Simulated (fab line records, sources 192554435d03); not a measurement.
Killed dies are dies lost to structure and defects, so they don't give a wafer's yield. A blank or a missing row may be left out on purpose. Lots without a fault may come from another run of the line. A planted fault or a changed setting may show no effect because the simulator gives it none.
Which tool did it? | flow n5_finfet | 24 lots, 72 wafers sampled, at 6 steps of a route of 1938

WHAT THE GAUGES READ, wafer by wafer
N5_BEOL_M6_CD_MEAS_11: target cd 38.5 nm.
lot  | measured     | on        | cd_nm (nm)
L074 | day 9 04:14  | cd_sem-03 | 39.6 39.3 39.0
L075 | day 9 08:06  | cd_sem-01 | 38.3 38.3 38.5
L077 | day 11 05:19 | cd_sem-01 | 39.7 38.7 39.6
L078 | day 11 08:32 | cd_sem-02 | 38.4 38.1 38.8
L076 | day 11 15:56 | cd_sem-02 | 39.7 39.5 39.3
L083 | day 11 16:05 | cd_sem-03 | 39.4 38.9 40.1
L081 | day 11 23:46 | cd_sem-03 | 38.2 39.2 38.5
L080 | day 12 02:42 | cd_sem-02 | 38.5 38.4 38.5
L079 | day 12 07:51 | cd_sem-03 | 37.4 38.9 38.0
L082 | day 12 11:58 | cd_sem-03 | 38.5 38.7 38.7
L084 | day 13 00:47 | cd_sem-02 | 38.5 39.1 38.5
L085 | day 13 06:34 | cd_sem-02 | 39.1 39.7 39.5
L086 | day 13 07:10 | cd_sem-02 | 40.4 39.4 40.1
L087 | day 13 10:19 | cd_sem-03 | 38.3 38.3 38.5
L088 | day 13 10:29 | cd_sem-01 | 38.3 39.0 39.1
L091 | day 14 00:29 | cd_sem-02 | 38.2 38.8 37.9
L089 | day 14 10:22 | cd_sem-03 | 39.0 37.9 38.0
L093 | day 14 23:58 | cd_sem-01 | 37.8 38.1 38.4
L090 | day 15 01:59 | cd_sem-02 | 39.1 38.8 38.1
L092 | day 15 03:57 | cd_sem-02 | 38.9 39.5 40.4
L094 | day 15 04:25 | cd_sem-01 | 37.5 38.2 38.3
L095 | day 15 12:10 | cd_sem-01 | 38.6 38.3 39.5
L096 | day 16 03:09 | cd_sem-03 | 38.3 39.1 39.9
L097 | day 16 06:00 | cd_sem-02 | 38.9 38.1 37.6

WHICH TOOL RAN EACH LOT (tool, then ch and the chambers of the sampled wafers, then the start)
lot  | N5_BEOL_M5_ETCH_75                 | N5_BEOL_M5_CURE_80            | N5_BEOL_M5_ANNEAL_89         | N5_BEOL_M5_CMP_52             | N5_BEOL_M6_HM_DEP_02
L074 | rie_diel-06 ch 1,2, day 8 13:56    | uv_cure-03 ch 1, day 8 14:34  | pvd_sputter-03, day 8 20:24  | cmp-02 ch 1,3, day 9 01:01    | pvd_sputter-03, day 9 03:52
L075 | rie_diel-01 ch 0,2, day 8 23:47    | uv_cure-02 ch 2, day 9 00:28  | pvd_sputter-02, day 9 04:45  | cmp-02 ch 0,1,2, day 9 06:16  | pvd_sputter-03, day 9 07:36
L077 | rie_diel-06 ch 0,1, day 10 18:26   | uv_cure-03 ch 2, day 10 19:01 | pvd_sputter-03, day 10 23:59 | cmp-02 ch 0,1,3, day 11 01:34 | pvd_sputter-01, day 11 04:49
L078 | rie_diel-01 ch 0,2,3, day 10 21:34 | uv_cure-03 ch 2, day 10 22:14 | pvd_sputter-03, day 11 04:25 | cmp-02 ch 1,2,3, day 11 05:55 | pvd_sputter-01, day 11 08:02
L076 | rie_diel-01 ch 0,2,3, day 11 04:43 | uv_cure-02 ch 1, day 11 05:18 | pvd_sputter-02, day 11 10:26 | cmp-04 ch 0,3, day 11 11:59   | pvd_sputter-01, day 11 15:26
L083 | rie_diel-05 ch 0,1, day 11 07:05   | uv_cure-01 ch 0, day 11 07:40 | pvd_sputter-01, day 11 12:10 | cmp-03 ch 1,3, day 11 13:40   | pvd_sputter-01, day 11 15:32
L081 | rie_diel-06 ch 1,2,3, day 11 14:43 | uv_cure-03 ch 0, day 11 15:20 | pvd_sputter-02, day 11 20:07 | cmp-04 ch 0,2,3, day 11 21:37 | pvd_sputter-03, day 11 23:24
L080 | rie_diel-01 ch 0,1,3, day 11 15:07 | uv_cure-02 ch 2, day 11 15:41 | pvd_sputter-01, day 11 21:29 | cmp-04 ch 0,2,3, day 11 23:00 | pvd_sputter-02, day 12 02:20
L079 | rie_diel-01 ch 1,2,3, day 11 21:44 | uv_cure-03 ch 0, day 11 22:19 | pvd_sputter-01, day 12 02:57 | cmp-02 ch 1,2,3, day 12 04:28 | pvd_sputter-02, day 12 07:29
L082 | rie_diel-05 ch 0,3, day 12 02:30   | uv_cure-01 ch 0, day 12 03:05 | pvd_sputter-01, day 12 07:59 | cmp-02 ch 2,3, day 12 09:32   | pvd_sputter-03, day 12 11:28
L084 | rie_diel-06 ch 0,2,3, day 12 14:44 | uv_cure-03 ch 0, day 12 15:25 | pvd_sputter-02, day 12 20:03 | cmp-04 ch 0,1, day 12 21:34   | pvd_sputter-03, day 13 00:17
L085 | rie_diel-05 ch 0,3, day 12 16:56   | uv_cure-03 ch 1, day 12 17:38 | pvd_sputter-01, day 12 23:36 | cmp-03 ch 0,1,2, day 13 01:13 | pvd_sputter-03, day 13 06:04
L086 | rie_diel-05 ch 0,1, day 12 20:23   | uv_cure-02 ch 0, day 12 20:58 | pvd_sputter-02, day 13 01:52 | cmp-02 ch 1,2,3, day 13 03:23 | pvd_sputter-03, day 13 06:40
L087 | rie_diel-05 ch 1,2,3, day 13 00:05 | uv_cure-03 ch 0, day 13 00:49 | pvd_sputter-01, day 13 05:26 | cmp-03 ch 0,1, day 13 06:58   | pvd_sputter-02, day 13 09:49
L088 | rie_diel-01 ch 0,1,2, day 13 00:11 | uv_cure-01 ch 1, day 13 00:46 | pvd_sputter-02, day 13 06:17 | cmp-04 ch 1,2,3, day 13 07:47 | pvd_sputter-03, day 13 09:59
L091 | rie_diel-05 ch 0,3, day 13 15:16   | uv_cure-03 ch 0, day 13 15:54 | pvd_sputter-02, day 13 20:28 | cmp-03 ch 1,3, day 13 22:02   | pvd_sputter-02, day 13 23:59
L089 | rie_diel-06 ch 1,3, day 13 23:38   | uv_cure-01 ch 0, day 14 00:13 | pvd_sputter-01, day 14 04:49 | cmp-04 ch 0,2, day 14 07:00   | pvd_sputter-01, day 14 09:52
L093 | rie_diel-01 ch 0,3, day 14 11:13   | uv_cure-01 ch 0, day 14 11:47 | pvd_sputter-03, day 14 17:19 | cmp-02 ch 0,3, day 14 18:51   | pvd_sputter-01, day 14 23:35
L090 | rie_diel-06 ch 0,1,2, day 14 16:23 | uv_cure-03 ch 0, day 14 16:58 | pvd_sputter-03, day 14 22:15 | cmp-04 ch 0,1,2, day 14 23:46 | pvd_sputter-03, day 15 01:29
L092 | rie_diel-05 ch 1,2,3, day 14 16:43 | uv_cure-02 ch 2, day 14 17:24 | pvd_sputter-01, day 14 22:31 | cmp-03 ch 0,2,3, day 15 00:02 | pvd_sputter-01, day 15 03:27
L094 | rie_diel-05 ch 2,3, day 14 18:47   | uv_cure-02 ch 0, day 14 19:23 | pvd_sputter-02, day 15 00:12 | cmp-03 ch 0,1,3, day 15 01:53 | pvd_sputter-03, day 15 03:55
L095 | rie_diel-06 ch 0,2, day 15 02:59   | uv_cure-01 ch 2, day 15 03:34 | pvd_sputter-01, day 15 08:10 | cmp-02 ch 0,1, day 15 09:43   | pvd_sputter-02, day 15 11:47
L096 | rie_diel-06 ch 0,3, day 15 17:10   | uv_cure-03 ch 1, day 15 17:56 | pvd_sputter-02, day 15 23:26 | cmp-04 ch 0,3, day 16 00:58   | pvd_sputter-03, day 16 02:46
L097 | rie_diel-05 ch 0,1,3, day 15 20:10 | uv_cure-02 ch 0, day 15 20:45 | pvd_sputter-03, day 16 01:31 | cmp-02 ch 0,2,3, day 16 03:04 | pvd_sputter-03, day 16 05:38
- N5_BEOL_M5_ETCH_75: etches underlayer in N2/H2, target depth 6.5 nm, time 5.2 s.
- N5_BEOL_M5_CURE_80: cures SiCOH lowk, time 120 s.
- N5_BEOL_M5_ANNEAL_89: time 1800 s.
- N5_BEOL_M5_CMP_52: polishes, stops on SiCOH lowk, t overpolish 6.9 s, target thk 62 nm.
- N5_BEOL_M6_HM_DEP_02: deposits TiN, target thk 20 nm.

WHAT THE TOOLS THEMSELVES READ (means of the sampled wafers that have a number; where no wafer has one, the mark that the record gives instead)
N5_BEOL_M5_ETCH_75.
lot  | tool        | drypump_motor_current_A (A) | etch_rf_on_time_s (s) | oes_product_au (a.u.) | rf_vpp_V (V) | showerhead_plenum_p_Torr (Torr) | throttle_valve_pct (%)
L074 | rie_diel-06 | 6.18                        | 5.11                  | 0.64                  | 520.6        | 2.44                            | 17.86
L075 | rie_diel-01 | 5.67                        | 5.21                  | 0.63                  | 524.2        | 2.58                            | 17.90
L077 | rie_diel-06 | 6.03                        | 5.17                  | 0.63                  | 523.8        | 2.56                            | 17.89
L078 | rie_diel-01 | 5.70                        | 5.15                  | 0.69                  | 523.9        | 2.55                            | 17.62
L076 | rie_diel-01 | 5.74                        | 5.16                  | 0.69                  | 524.4        | 2.55                            | 17.62
L083 | rie_diel-05 | 5.60                        | 5.29                  | 0.61                  | 522.3        | 2.47                            | 17.90
L081 | rie_diel-06 | 5.91                        | 5.27                  | 0.64                  | 522.6        | 2.52                            | 17.93
L080 | rie_diel-01 | 5.88                        | 5.18                  | 0.72                  | 524.2        | 2.53                            | 17.54
L079 | rie_diel-01 | 5.90                        | 5.17                  | 0.68                  | 525.5        | 2.59                            | 17.81
L082 | rie_diel-05 | 5.79                        | 5.25                  | 0.64                  | 523.0        | 2.49                            | 17.78
L084 | rie_diel-06 | 5.79                        | 5.34                  | 0.64                  | 524.8        | 2.59                            | 18.03
L085 | rie_diel-05 | 5.78                        | 5.25                  | 0.64                  | 523.4        | 2.49                            | 17.79
L086 | rie_diel-05 | 5.40                        | 5.37                  | 0.60                  | 520.4        | 2.43                            | 17.94
L087 | rie_diel-05 | 5.54                        | 5.23                  | 0.70                  | 520.8        | 2.45                            | 17.77
L088 | rie_diel-01 | 5.81                        | 5.19                  | 0.65                  | 522.9        | 2.55                            | 17.88
L091 | rie_diel-05 | 5.77                        | 5.12                  | 0.66                  | 522.1        | 2.47                            | 17.68
L089 | rie_diel-06 | 5.71                        | 5.30                  | 0.65                  | 525.7        | 2.59                            | 17.85
L093 | rie_diel-01 | 5.78                        | 5.14                  | 0.72                  | 524.7        | 2.52                            | 17.35
L090 | rie_diel-06 | 6.07                        | 5.12                  | 0.61                  | 522.2        | 2.50                            | 17.99
L092 | rie_diel-05 | 5.54                        | 5.28                  | 0.68                  | 521.6        | 2.44                            | 17.80
L094 | rie_diel-05 | 5.74                        | 5.16                  | 0.72                  | 522.6        | 2.46                            | 17.65
L095 | rie_diel-06 | 5.98                        | 5.25                  | 0.61                  | 522.9        | 2.51                            | 18.17
L096 | rie_diel-06 | 5.59                        | 5.34                  | 0.64                  | 526.6        | 2.65                            | 17.94
L097 | rie_diel-05 | 5.58                        | 5.19                  | 0.61                  | 521.3        | 2.44                            | 17.85

N5_BEOL_M5_CURE_80.
lot  | tool       | lamp_power_pct (%) | wafer_temp_C_max
L074 | uv_cure-03 | 52.35              | 371.9
L075 | uv_cure-02 | 52.35              | 372.4
L077 | uv_cure-03 | 52.37              | 373.0
L078 | uv_cure-03 | 52.30              | 372.9
L076 | uv_cure-02 | 52.33              | 372.5
L083 | uv_cure-01 | 52.33              | 371.6
L081 | uv_cure-03 | 52.31              | 371.9
L080 | uv_cure-02 | 52.28              | 372.0
L079 | uv_cure-03 | 52.28              | 372.1
L082 | uv_cure-01 | 52.29              | 371.3
L084 | uv_cure-03 | 52.29              | 372.2
L085 | uv_cure-03 | 52.26              | 372.0
L086 | uv_cure-02 | 52.29              | 371.7
L087 | uv_cure-03 | 52.38              | 371.6
L088 | uv_cure-01 | 52.40              | 372.1
L091 | uv_cure-03 | 52.28              | 371.6
L089 | uv_cure-01 | 52.31              | 371.2
L093 | uv_cure-01 | 52.29              | 371.6
L090 | uv_cure-03 | 52.26              | 371.9
L092 | uv_cure-02 | 52.33              | 372.6
L094 | uv_cure-02 | 52.26              | 372.0
L095 | uv_cure-01 | 52.30              | 371.7
L096 | uv_cure-03 | 52.33              | 372.3
L097 | uv_cure-02 | 52.30              | 371.6

N5_BEOL_M5_ANNEAL_89.
lot  | tool           | heater_power_w (W) | susceptor_temp_C (C)
L074 | pvd_sputter-03 | 834                | 399.99
L075 | pvd_sputter-02 | 829                | 400.06
L077 | pvd_sputter-03 | 868                | 399.98
L078 | pvd_sputter-03 | 848                | 400.11
L076 | pvd_sputter-02 | 804                | 399.83
L083 | pvd_sputter-01 | 914                | 399.72
L081 | pvd_sputter-02 | 773                | 399.88
L080 | pvd_sputter-01 | 924                | 400.13
L079 | pvd_sputter-01 | 938                | 400.09
L082 | pvd_sputter-01 | 1009               | 400.01
L084 | pvd_sputter-02 | 770                | 400.28
L085 | pvd_sputter-01 | 867                | 400.18
L086 | pvd_sputter-02 | 822                | 400.13
L087 | pvd_sputter-01 | 912                | 399.97
L088 | pvd_sputter-02 | 829                | 400.11
L091 | pvd_sputter-02 | 785                | 400.11
L089 | pvd_sputter-01 | 997                | 399.93
L093 | pvd_sputter-03 | 884                | 400.05
L090 | pvd_sputter-03 | 829                | 400.16
L092 | pvd_sputter-01 | 922                | 400.03
L094 | pvd_sputter-02 | 779                | 399.98
L095 | pvd_sputter-01 | 1000               | 399.92
L096 | pvd_sputter-02 | 771                | 400.01
L097 | pvd_sputter-03 | 798                | 399.92

N5_BEOL_M5_CMP_52.
lot  | tool   | barrier_field_endpoint_s (s) | motor_current_A (A) | overpolish_run_s (s) | retaining_ring_pressure_frac | time_to_endpoint_s (s)
L074 | cmp-02 | 25.2                         | 5.8                 | 6.885                | 0.999                        | 64
L075 | cmp-02 | 25.3                         | 6.0                 | 6.894                | 0.996                        | 63
L077 | cmp-02 | 24.6                         | 6.6                 | 6.893                | 1.001                        | 63
L078 | cmp-02 | 24.6                         | 5.7                 | 6.903                | 1.000                        | 63
L076 | cmp-04 | 25.3                         | 5.9                 | 6.896                | 1.000                        | 64
L083 | cmp-03 | 25.7                         | 5.9                 | 6.904                | 1.005                        | 65
L081 | cmp-04 | 24.7                         | 6.1                 | 6.903                | 1.000                        | 63
L080 | cmp-04 | 24.1                         | 6.0                 | 6.904                | 1.000                        | 57
L079 | cmp-02 | 25.3                         | 5.8                 | 6.895                | 1.000                        | 62
L082 | cmp-02 | 24.8                         | 5.6                 | 6.902                | 1.001                        | 60
L084 | cmp-04 | 24.2                         | 6.1                 | 6.899                | 0.996                        | 58
L085 | cmp-03 | 24.7                         | 6.2                 | 6.898                | 1.006                        | 61
L086 | cmp-02 | 24.6                         | 5.7                 | 6.904                | 1.000                        | 61
L087 | cmp-03 | 24.8                         | 6.5                 | 6.903                | 1.005                        | 59
L088 | cmp-04 | 24.1                         | 6.1                 | 6.891                | 0.997                        | 61
L091 | cmp-03 | 24.9                         | 6.2                 | 6.905                | 0.995                        | 65
L089 | cmp-04 | 24.8                         | 6.3                 | 6.897                | 1.006                        | 59
L093 | cmp-02 | 25.3                         | 6.8                 | 6.907                | 1.002                        | 65
L090 | cmp-04 | 24.1                         | 6.3                 | 6.901                | 1.002                        | 58
L092 | cmp-03 | 23.9                         | 5.5                 | 6.894                | 1.002                        | 60
L094 | cmp-03 | 24.2                         | 6.2                 | 6.902                | 1.002                        | 59
L095 | cmp-02 | 23.8                         | 6.4                 | 6.901                | 0.994                        | 61
L096 | cmp-04 | 23.8                         | 5.9                 | 6.897                | 1.001                        | 59
L097 | cmp-02 | 24.6                         | 6.4                 | 6.895                | 1.005                        | 62

N5_BEOL_M6_HM_DEP_02.
lot  | tool           | susceptor_temp_C (C) | throttle_valve_pct (%)
L074 | pvd_sputter-03 | 24.87                | 29.0
L075 | pvd_sputter-03 | 25.01                | 29.3
L077 | pvd_sputter-01 | 25.06                | 31.3
L078 | pvd_sputter-01 | 25.11                | 29.9
L076 | pvd_sputter-01 | 25.08                | 31.2
L083 | pvd_sputter-01 | 25.00                | 30.7
L081 | pvd_sputter-03 | 24.93                | 29.0
L080 | pvd_sputter-02 | 24.93                | 30.2
L079 | pvd_sputter-02 | 24.88                | 30.0
L082 | pvd_sputter-03 | 25.09                | 28.9
L084 | pvd_sputter-03 | 25.02                | 28.9
L085 | pvd_sputter-03 | 24.94                | 28.4
L086 | pvd_sputter-03 | 25.01                | 28.9
L087 | pvd_sputter-02 | 25.00                | 29.8
L088 | pvd_sputter-03 | 25.02                | 28.7
L091 | pvd_sputter-02 | 25.06                | 30.5
L089 | pvd_sputter-01 | 25.02                | 31.2
L093 | pvd_sputter-01 | 25.02                | 30.2
L090 | pvd_sputter-03 | 24.90                | 29.3
L092 | pvd_sputter-01 | 24.94                | 29.2
L094 | pvd_sputter-03 | 25.06                | 29.1
L095 | pvd_sputter-02 | 25.04                | 30.5
L096 | pvd_sputter-03 | 24.96                | 28.7
L097 | pvd_sputter-03 | 25.09                | 28.5

THE ANSWER, worked out from the rows above alone
Rule: what is usual is taken from the lots themselves. Put in order of their means at a reading, lots are off if they are a third of the lots or fewer, leave a main group of 4 or more, and stand apart from it by a gap of 3 or more times the standard deviation of the main group's means; of several such gaps the widest counts. A main group whose means are all the same, to the digits that the tables above print for the reading, isn't used. A lot without any number at a reading at which 4 lots or more have one is off too. The other lots that the step has rows for count as sound. The gauges are gone through in route order, then the tools' own readings, and for those a lot's mean is taken as printed above. The first step at which some lot is off is used, and at that step the reading that is off furthest; a lot without a number counts as furthest.
No lot is off at any reading shown: from this, nothing can be told.

WHAT THE SIMULATOR HAD PUT IN
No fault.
